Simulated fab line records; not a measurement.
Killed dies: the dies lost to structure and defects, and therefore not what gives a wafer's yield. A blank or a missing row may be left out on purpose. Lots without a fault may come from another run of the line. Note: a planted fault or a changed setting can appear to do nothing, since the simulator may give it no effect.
A lot that was struck, set against a sound lot	flow n5_finfet	37 steps out of a route of 1938
Sound: wafers L729.1, L729.2, L729.4. Wafers L719.1, L719.2, L719.5 were the ones struck. The cause comes at the end.
Order at every step that has rows: each side's tool, ch and its chambers, its first start. Under that, the readings that differ: sound wafers	struck wafers	difference of the means	sigmas: that difference in standard deviations of wafers without a fault.
alike: words and numbers the same on both sides, and readings whose means are apart by under 2 such deviations; not compared: readings that were withheld, readings missing a value for some wafer, numbers with overlapping values and no deviation given by the record, and bounds like >300 which may hide the same value.
A row with sigmas, a row that says differs or no value, or rows on one side alone: a step with any of these is where the two part. When numbers do not overlap yet have no deviation, they are printed without sigmas and do not part them. A reading missing from all wafers of one side parts the sides only when that side holds two or more wafers.

first, 9 steps without rows for these wafers: N5_WELL_APT_COAT_19 (resist thk 950 nm); N5_WELL_APT_EBR_21; N5_WELL_APT_SOFTBAKE_20 (time 60 s); N5_WELL_APT_EXPOSE_22 (exposes mask PWELL, defocus 0 nm, target cd 200 nm); N5_WELL_APT_PEB_23 (peb time 90 s); N5_WELL_APT_DEVELOP_24 (develop time 45 s); N5_WELL_APT_HARDBAKE_29 (time 120 s); N5_WELL_APT_DESCUM_30 (chemistry O2, time 7.9 s); N5_WELL_APT_IMPLANT_31.
N5_WELL_APT_IMPLANT_32:
  sound on implanter-02 ch 0, day 6 15:26; struck on implanter-01 ch 0, day 4 03:18
reading	sound	struck	difference	sigmas
dose_ions_cm2	2e+13 2.002e+13 2.0012e+13	3.859e+12 3.878e+12 3.863e+12	-1.614e+13	-99 or more
faraday_current_uA	251 249 251	48 48 51	-201	-39
then, 25 steps without rows for these wafers: N5_WELL_APT_STRIP_33 (strips in SPM, time 900 s); N5_WELL_APT_RTA_34 (time 10 s); N5_WELL_APT_OXIDE_STRIP_42 (strips SiO2 in dHF, time 45 s, target depth 12 nm); N5_WELL_APT_PRECLEAN_36 (cleans in O3/DIW, time 45 s); N5_WELL_APT_PRECLEAN_39 (cleans in dHF, time 60 s); N5_WELL_APT_SRD_37 (time 30 s); N5_WELL_APT_EPI_41 (deposits Si from SiH4/H2, target thk 50 nm, time 297.7 s); N5_PMOS_HMC_CHANNEL_EPI_HM_DEP_34 (deposits SiO2 from TEOS/O2, target thk 36 nm, time 6.9 s); N5_PMOS_HMC_CHANNEL_EPI_COAT_31 (time 60 s, resist thk 66 nm); N5_PMOS_HMC_CHANNEL_EPI_COAT_03 (resist thk 205 nm); N5_PMOS_HMC_CHANNEL_EPI_EBR_05; N5_PMOS_HMC_CHANNEL_EPI_SOFTBAKE_04 (time 60 s); N5_PMOS_HMC_CHANNEL_EPI_EXPOSE_06 (exposes mask PMOS HMC BLK, target cd 240 nm); N5_PMOS_HMC_CHANNEL_EPI_PEB_07 (peb time 60 s); N5_PMOS_HMC_CHANNEL_EPI_DEVELOP_08 (develop time 30 s); N5_PMOS_HMC_CHANNEL_EPI_DESCUM_14 (chemistry O2, time 7.9 s); N5_PMOS_HMC_CHANNEL_EPI_ETCH_32 (etches BARC in N2/H2, stops on SiO2, target depth 85.8 nm, time 50.3 s); N5_PMOS_HMC_CHANNEL_EPI_HM_OPEN_15 (chemistry CHF3/O2, target SiO2, target depth 40.6 nm, time 20.3 s); N5_PMOS_HMC_CHANNEL_EPI_STRIP_33 (strips in N2/H2); N5_PMOS_HMC_CHANNEL_EPI_STRIP_17 (strips in SPM, time 750 s); N5_PMOS_HMC_CHANNEL_EPI_ETCH_38 (etches SiO2 in CF4, target depth 1.5 nm); N5_PMOS_HMC_CHANNEL_EPI_FIN_RECESS_16 (chemistry HBr/Cl2, target Si, target depth 54 nm, time 18 s); N5_PMOS_HMC_CHANNEL_EPI_PRECLEAN_36 (cleans in O3/DIW, time 45 s); N5_PMOS_HMC_CHANNEL_EPI_PRECLEAN_18 (cleans in DHF, time 30 s); N5_PMOS_HMC_CHANNEL_EPI_SRD_19 (time 30 s).
-- here the record skips 8 days between the struck wafers' starts before and after, leaving off in module PMOS_HMC_CHANNEL_EPI and picking up in module BEOL_M4 (first step shown: number 1111 of the route) --
N5_BEOL_M4_RC_MEAS_101:
  sound on prober-01 ch 0, day 14 03:54; struck on prober-02 ch 0, day 12 00:25
reading	sound	struck	difference	sigmas
CJ_N	4.32 4.43 4.29	1.90 1.90 1.94	-2.43	-24
DIBL_N (mV/V)	33.5 39.2 36.1	42.9 43.1 44.3	+7.2	+3
IOFF_N (nA/um)	0.11 0.21 0.15	0.45 0.41 0.53	+0.31	+9
IOFF_N_85C (nA/um)	2.3 3.8 3.0	7.5 6.7 8.4	+4.5	+8
IOFF_N_LONG (nA/um)	5.58e-05 5.57e-05 5.72e-05	4.95e-05 4.89e-05 4.99e-05	-6.80e-06	-4
RS_PWELL (ohm/sq)	2970 2964 2994	3147 3154 3178	+184	+8
SS_N (mV/dec)	70.8 72.4 70.4	77.8 77.4 81.1	+7.6	+11
  alike: DIBL_P, IOFF_P, ION_N, ION_P, SS_P, VT_N, VT_P
-- the record jumps here: 5 days lie between the struck wafers' starts before and after (it left off in module BEOL_M4 and takes up again in module PASSIVATION, whose first step shown is number 1936 of the route) --
N5_PASSIVATION_PROBE_49:
  record: rows for the struck wafers here (prober-02, day 16 12:32), none for the sound ones

== WHERE THEY PART ==
At N5_WELL_APT_IMPLANT_32 first; at N5_PASSIVATION_PROBE_49 last (within this record only).

WHY: the cause the simulator had injected
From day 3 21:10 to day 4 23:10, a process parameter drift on implanter-01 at N5_WELL_APT_IMPLANT_32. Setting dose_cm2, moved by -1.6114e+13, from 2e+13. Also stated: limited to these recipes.
